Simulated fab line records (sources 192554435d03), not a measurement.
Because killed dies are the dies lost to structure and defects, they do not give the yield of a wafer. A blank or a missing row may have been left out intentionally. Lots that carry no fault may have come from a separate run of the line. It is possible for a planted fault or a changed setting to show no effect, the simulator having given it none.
Split-lot trial / flow n5_finfet / 7 lots, 21 wafers read, on a route of 1938 steps

## THE SPLIT ITSELF
At N5_ZERO_LAYER_PECVD_02 (deposits SiO2 from SiH4/N2O, target thk 10 nm, time 6 s), the setting time_s was moved away from the recipe's 6 s on 4 of the 21 wafers read, by -10.5% to +13.5%. The other wafers ran this setting at the recipe's value.

The reading is taken at the split's own step.

## THE READING
SiO2_of_ZERO_LAYER_PECVD_02.thk_nm (the simulator's own value, which no gauge read), in nm, at N5_ZERO_LAYER_PECVD_02 (deposits SiO2 from SiH4/N2O, target thk 10 nm, time 6 s). The file does not state a usual value for it. The 17 wafers here that ran the recipe average 9.951 nm, standard deviation 0.2 nm.

wafer=L078.1; tool, chamber at the split=pecvd-04, 2; time_s as run, s=6; against the recipe=recipe; SiO2_of_ZERO_LAYER_PECVD_02.thk_nm, nm=10.02; against lot-mates on the recipe=-
wafer=L078.3; tool, chamber at the split=pecvd-04, 0; time_s as run, s=6; against the recipe=recipe; SiO2_of_ZERO_LAYER_PECVD_02.thk_nm, nm=9.96; against lot-mates on the recipe=-
wafer=L078.5; tool, chamber at the split=pecvd-04, 1; time_s as run, s=6.809; against the recipe=+13.5%; SiO2_of_ZERO_LAYER_PECVD_02.thk_nm, nm=11.46; against lot-mates on the recipe=+1.470
wafer=L081.1; tool, chamber at the split=pecvd-02, 2; time_s as run, s=6; against the recipe=recipe; SiO2_of_ZERO_LAYER_PECVD_02.thk_nm, nm=9.753; against lot-mates on the recipe=-
wafer=L081.2; tool, chamber at the split=pecvd-02, 0; time_s as run, s=6; against the recipe=recipe; SiO2_of_ZERO_LAYER_PECVD_02.thk_nm, nm=9.823; against lot-mates on the recipe=-
wafer=L081.5; tool, chamber at the split=pecvd-02, 2; time_s as run, s=6; against the recipe=recipe; SiO2_of_ZERO_LAYER_PECVD_02.thk_nm, nm=9.968; against lot-mates on the recipe=-
wafer=L088.3; tool, chamber at the split=pecvd-02, 1; time_s as run, s=6; against the recipe=recipe; SiO2_of_ZERO_LAYER_PECVD_02.thk_nm, nm=9.519; against lot-mates on the recipe=-
wafer=L088.5; tool, chamber at the split=pecvd-02, 2; time_s as run, s=6; against the recipe=recipe; SiO2_of_ZERO_LAYER_PECVD_02.thk_nm, nm=9.814; against lot-mates on the recipe=-
wafer=L088.6; tool, chamber at the split=pecvd-02, 1; time_s as run, s=6; against the recipe=recipe; SiO2_of_ZERO_LAYER_PECVD_02.thk_nm, nm=9.742; against lot-mates on the recipe=-
wafer=L093.3; tool, chamber at the split=pecvd-02, 1; time_s as run, s=6; against the recipe=recipe; SiO2_of_ZERO_LAYER_PECVD_02.thk_nm, nm=9.927; against lot-mates on the recipe=-
wafer=L093.5; tool, chamber at the split=pecvd-02, 0; time_s as run, s=6; against the recipe=recipe; SiO2_of_ZERO_LAYER_PECVD_02.thk_nm, nm=10.07; against lot-mates on the recipe=-
wafer=L093.6; tool, chamber at the split=pecvd-02, 1; time_s as run, s=5.553; against the recipe=-7.5%; SiO2_of_ZERO_LAYER_PECVD_02.thk_nm, nm=9.233; against lot-mates on the recipe=-0.765
wafer=L094.1; tool, chamber at the split=pecvd-03, 0; time_s as run, s=6; against the recipe=recipe; SiO2_of_ZERO_LAYER_PECVD_02.thk_nm, nm=10.21; against lot-mates on the recipe=-
wafer=L094.2; tool, chamber at the split=pecvd-03, 1; time_s as run, s=6; against the recipe=recipe; SiO2_of_ZERO_LAYER_PECVD_02.thk_nm, nm=10.12; against lot-mates on the recipe=-
wafer=L094.6; tool, chamber at the split=pecvd-03, 0; time_s as run, s=6; against the recipe=recipe; SiO2_of_ZERO_LAYER_PECVD_02.thk_nm, nm=10.4; against lot-mates on the recipe=-
wafer=L096.1; tool, chamber at the split=pecvd-03, 2; time_s as run, s=6; against the recipe=recipe; SiO2_of_ZERO_LAYER_PECVD_02.thk_nm, nm=9.99; against lot-mates on the recipe=-
wafer=L096.2; tool, chamber at the split=pecvd-03, 0; time_s as run, s=6; against the recipe=recipe; SiO2_of_ZERO_LAYER_PECVD_02.thk_nm, nm=9.808; against lot-mates on the recipe=-
wafer=L096.6; tool, chamber at the split=pecvd-03, 0; time_s as run, s=6; against the recipe=recipe; SiO2_of_ZERO_LAYER_PECVD_02.thk_nm, nm=10.07; against lot-mates on the recipe=-
wafer=L097.1; tool, chamber at the split=pecvd-02, 2; time_s as run, s=6; against the recipe=recipe; SiO2_of_ZERO_LAYER_PECVD_02.thk_nm, nm=9.981; against lot-mates on the recipe=-
wafer=L097.2; tool, chamber at the split=pecvd-02, 1; time_s as run, s=5.368; against the recipe=-10.5%; SiO2_of_ZERO_LAYER_PECVD_02.thk_nm, nm=8.802; against lot-mates on the recipe=-1.179
wafer=L097.5; tool, chamber at the split=pecvd-02, 2; time_s as run, s=5.368; against the recipe=-10.5%; SiO2_of_ZERO_LAYER_PECVD_02.thk_nm, nm=9.112; against lot-mates on the recipe=-0.869

FIT RESULTS
A straight line over all 21 wafers: SiO2_of_ZERO_LAYER_PECVD_02.thk_nm changes by +0.102 nm for each +1% of time_s; r = +0.93; the points scatter about the line by 0.2 nm.
The same after taking each lot's own level away (the mean of its wafers on the recipe; 21 wafers): +0.103 nm for each +1%; r = +0.98; scatter 0.11 nm.
The reading moves by 1.4 nm for the largest change in time_s, on that fit.
The lots' own levels span 9.6917 to 10.2433 nm, that is 2.8 times the standard deviation above.
Consequently the slope shifts little with the lot-to-lot level, the two slopes agreeing.
Check: +1.32 nm against its lot-mates is what the line predicts for one of the wafers moved furthest among these (+13.5%) when that wafer is left out of the fit. It came out at +1.47 nm against them.

## THE FILE'S OWN FIT
SiO2_of_ZERO_LAYER_PECVD_02.thk_nm changes by +0.104 nm for each +1% of time_s, r = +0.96.
